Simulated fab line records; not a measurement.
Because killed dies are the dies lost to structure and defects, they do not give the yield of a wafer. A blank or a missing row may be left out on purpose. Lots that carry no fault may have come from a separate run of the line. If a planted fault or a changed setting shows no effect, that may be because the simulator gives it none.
Chamber matching    flow nandHarc    rieDiel-08 running NHARC_P_BONDPAD_ETCH_12: 4 sister chambers
The step etches the open film in CHF3/O2, target depth 200 nm, time 100 s. 4 wafers are shown with their chamber, then 6 later ones without.

## EACH WAFER AND ITS CHAMBER
wafer   chamber  drypumpMotorCurrentA (A)
L230.5  2        5.99
L230.6  3        5.64
L231.1  1        6.32
L231.4  0        5.90

## WAFERS MISSING THEIR CHAMBER
wafer   drypumpMotorCurrentA (A)
L231.6  6.32
L235.1  5.98
L235.3  5.61
L235.6  5.95
L241.1  5.95
L241.3  6.34

## EACH ONE'S CHAMBER
wafer    from the rows above       in truth
L231.6   1                         1
L235.1   2                         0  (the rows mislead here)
L235.3   3                         3
L235.6   can't be placed: 2 or 0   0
L241.1   can't be placed: 2 or 0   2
L241.3   1                         1
Correctly placed: 3 of 6. Cannot be placed on the basis of these rows: 2; the candidates contain the true chamber in 2. Number placed wrongly: 1.
How it was worked out, from the rows above alone: a wafer's distance from a chamber is the root of the sum, over the readings, of the square of ((its reading less the chamber's mean) divided by the reading's scatter). If the next closest chamber is less than 2 further off than the closest, the wafer can't be placed; otherwise it belongs to the closest. A chamber's mean is the mean of its shown wafers. The scatter (one wafer shown for each chamber): square how far every hidden wafer sits from the nearest shown wafer, average those squares and take the square root.
